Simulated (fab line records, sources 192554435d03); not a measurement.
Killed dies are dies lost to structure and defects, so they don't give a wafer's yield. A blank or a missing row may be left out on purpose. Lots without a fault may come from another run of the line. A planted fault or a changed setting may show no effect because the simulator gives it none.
Chamber matching | flow n5_finfet | N5_BEOL_M6_ETCH_66 on rie_diel-06: 4 sister chambers
The step etches SOC in N2/H2, target depth 80 nm, overetch 16 nm, time 120 s. 4 wafers are shown with their chamber, then 6 later ones without.

WAFERS WITH THEIR CHAMBER
wafer  | chamber | drypump_motor_current_A (A)
L928.1 | 3       | 6.8
L936.1 | 2       | 6.2
L936.6 | 0       | 5.9
L937.4 | 1       | 5.2

WAFERS WITHOUT THEIR CHAMBER
wafer  | drypump_motor_current_A (A)
L943.2 | 6.3
L943.6 | 5.2
L945.5 | 6.8
L945.6 | 5.9
L946.5 | 5.9
L946.6 | 6.2

WHICH CHAMBER EACH WENT THROUGH
wafer  | from the rows above | in truth
L943.2 | 2                   | 2
L943.6 | 1                   | 1
L945.5 | 3                   | 3
L945.6 | 0                   | 0
L946.5 | 0                   | 0
L946.6 | 2                   | 2
Placed correctly: 6 of 6. Can't be placed from these rows: 0. Placed wrongly: 0.
How it was worked out, from the rows above alone: a wafer's distance from a chamber is the root of the sum, over the readings, of the square of ((its reading less the chamber's mean) divided by the reading's scatter). The wafer belongs to the nearest chamber; if the next one is less than 2 further off, it can't be placed. A chamber's mean is the mean of its shown wafers. The scatter: with one shown wafer a chamber, the root of the mean of the squares of how far each hidden wafer lies from its nearest shown one.
